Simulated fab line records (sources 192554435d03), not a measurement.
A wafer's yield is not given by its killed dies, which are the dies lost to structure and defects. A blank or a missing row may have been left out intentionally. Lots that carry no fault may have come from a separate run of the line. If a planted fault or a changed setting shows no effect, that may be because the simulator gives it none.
Comparing a struck lot with a sound one :: flow n5-finfet :: 39 out of 1938 route steps
Sound: wafers L242.2, L242.3, L242.4. Struck: wafer L246.5; the same lot's L246.4 was not struck, so it is left out; see the end for the cause.
Order at every step that has rows: each side's tool, ch and its chambers, its first start. Under that, the readings that differ: sound wafers :: struck wafers :: difference of the means :: sigmas: that difference in standard deviations of wafers without a fault.
alike: same words and numbers on both sides, and readings whose means sit less than 2 such deviations apart. not compared: any withheld reading, any reading some wafer has no value for, any bound like >300 that may hide the same value, and any number with overlapping values for which the record gives no deviation.
A row with sigmas, a row that says differs or no value, or rows on one side alone: a step with any of these is where the two part. Non-overlapping numbers with no deviation appear without sigmas and do not part them. A reading that every wafer of one side lacks parts them only if that side has two wafers or more.

first, 9 steps without rows for these wafers: N5_BEOL_M4_ANNEAL_95 (time 240 s); N5_BEOL_M4_SPUTTER_96 (material Cu, target thk 4.5 nm, time 8.29 s); N5_BEOL_M4_ECD_50 (material Cu, target thk 300 nm); N5_BEOL_M4_ANNEAL_51 (time 90 s); N5_BEOL_M4_CMP_52 (polishes, stops on SiOC, t overpolish 6.8 s, target thk 40 nm); N5_BEOL_M4_PRE_CLEAN_60 (time 15 s); N5_BEOL_M4_CO_CAP_55 (material Co, precursor CCTBA/H2, target thk 2 nm, time 102.1 s); N5_BEOL_M4_PRE_CLEAN_56 (time 15 s); N5_BEOL_M4_DEP_57 (deposits SiCN from 3MS/NH3, target thk 8 nm, time 14 s).
N5_BEOL_M4_RC_MEAS_101:
  sound on prober-02 ch 0, day 9 15:26; struck on prober-01 ch 0, day 10 21:42
reading: ION_P (uA/um)
sound: 479 480 466
struck: 457
difference: -18
sigmas: -2

reading: VT_P (mV)
sound: -245 -249 -246
struck: -254
difference: -7
sigmas: -2
  alike: DIBL_N, DIBL_P, IOFF_N, IOFF_P, ION_N, SS_N, SS_P, VT_N
then, 24 steps without rows for these wafers: N5_BEOL_M5_ILD_DEP_00 (deposits SiCOH lowk from DEMS/porogen, target thk 140.64 nm, time 25.9 s); N5_BEOL_M5_CURE_79 (cures SiCOH lowk, time 240 s); N5_BEOL_M5_PECVD_70 (deposits SiO2 from TEOS/O2, target thk 16 nm, time 18 s); N5_BEOL_M5_HM_DEP_02 (deposits TiN, target thk 20 nm); N5_BEOL_M5_COAT_59 (time 60 s, resist thk 60 nm); N5_BEOL_M5_COAT_60 (time 60 s, resist thk 12 nm); N5_BEOL_M5_COAT_71 (time 60 s, resist thk 5 nm); N5_BEOL_M5_COAT_05 (resist thk 30 nm); N5_BEOL_M5_EBR_07; N5_BEOL_M5_SOFTBAKE_06 (time 60 s); N5_BEOL_M5_EXPOSE_08 (exposes mask M5, target cd 28 nm); N5_BEOL_M5_PEB_09 (peb time 60 s); N5_BEOL_M5_DEVELOP_10 (develop time 30 s); N5_BEOL_M5_DESCUM_16 (chemistry O2, time 7 s); N5_BEOL_M5_ETCH_72 (etches underlayer in N2/H2, target depth 6.5 nm, time 5.2 s); N5_BEOL_M5_ETCH_61 (etches SiARC in CF4, target depth 15.6 nm, time 26 s); N5_BEOL_M5_ETCH_62 (etches SOC in N2/H2, target depth 75 nm, overetch 15 nm, time 112.5 s); N5_BEOL_M5_STRIP_63 (strips in N2/H2); N5_BEOL_M5_STRIP_73 (strips in N2/H2); N5_BEOL_M5_STRIP_64 (strips in CF4); N5_BEOL_M5_HM_OPEN_17 (chemistry Cl2/BCl3, target TiN, target depth 20 nm, overetch 6 nm); N5_BEOL_M5_STRIP_19 (strips in O2); N5_BEOL_M5_COAT_65 (time 60 s, resist thk 60 nm); N5_BEOL_M5_COAT_66 (time 60 s, resist thk 12 nm).
-- the record jumps here: 3 days lie between the struck wafers' starts before and after (it left off in module BEOL_M5 and takes up again in module BEOL_M15, whose first step shown is number 1809 of the route) --
N5_BEOL_M15_TRENCH_ETCH_34: etches SiO2 in C4F8/O2/Ar, target depth 872.93 nm, time 199 s.
  sound on rie-diel-04 ch 0,1,3, day 12 18:32; struck on rie-diel-04 ch 3, day 14 05:19
reading: chamber-pressure-mTorr (mTorr)
sound: 20.041 20.012 20.006
struck: 19.975
difference: -0.045
sigmas: -2

reading: oes-product-au (a.u.)
sound: 0.71 0.72 0.81
struck: 0.54
difference: -0.21
sigmas: -3

reading: model.etch.depth-nm (nm)
sound: 866.3 863.9 880.6
struck: 545.2
difference: -325.1
sigmas: 

reading: model.coat_of_BEOL_M15_COAT_22.thk-nm (nm)
sound: 544.2 542.4 544.2
struck: 610.6
difference: +67.0
sigmas: 
  alike: drypump-motor-current-A, he-outer-torr, rf-vpp-V, showerhead-plenum-p-Torr, throttle-valve-pct
  not compared: rf-hours-counter-h
N5_BEOL_M15_CMP_49: polishes, stops on SiO2, t overpolish 4.9 s, target thk 850 nm.
  sound on cmp-02 ch 0,1,3, day 12 21:59; struck on cmp-04 ch 3, day 14 09:13
reading: model.Cu_of_BEOL_M15_ECD_47.thk-nm (nm)
sound: 844.6 841.2 859.6
struck: 521.2
difference: -327.3
sigmas: 
  alike: clearing-platen-down-force-psi, motor-current-A, slurry-filter-dp-kPa
  not compared: pad-life-wafers
N5_BEOL_M15_THK_MEAS_50: measures by xrf.
  sound: film-metro-01 at day 12 22:16; struck: film-metro-02 at day 14 09:31
reading: M15_THK (nm)
sound: 837 834 850
struck: 515
difference: -325
sigmas: -33
N5_BEOL_M15_RS_MEAS_54: a four-point-probe measurement.
  sound: film-metro-02 at day 12 22:26; struck: film-metro-01 at day 14 09:38
reading: M15_RS (ohm/sq)
sound: 0.02172 0.02173 0.0213
struck: 0.03545
difference: +0.01387
sigmas: +55
N5_PASSIVATION_PROBE_49:
  sound: prober-02 at day 13 13:59; struck: prober-02 at day 15 03:47
reading: sort_bin_8_speed (%)
sound: 0 0 0
struck: 0.93
difference: +0.93
sigmas: +99 or more
  alike: defect-limited-yield, killed_at_M0_to_M3, killed_at_M4_up, killed-at-contacts, killed-at-front-end, killed-at-other, killed-dies, killed-on-rim, killed-open, killed-short, sort_bin_5_function, sort_bin_6_memory, sort-n-pass

## WHERE THEY PART
Last at N5_PASSIVATION_PROBE_49 as far as this record goes, first at N5_BEOL_M4_RC_MEAS_101.

WHY: what the simulator had put in
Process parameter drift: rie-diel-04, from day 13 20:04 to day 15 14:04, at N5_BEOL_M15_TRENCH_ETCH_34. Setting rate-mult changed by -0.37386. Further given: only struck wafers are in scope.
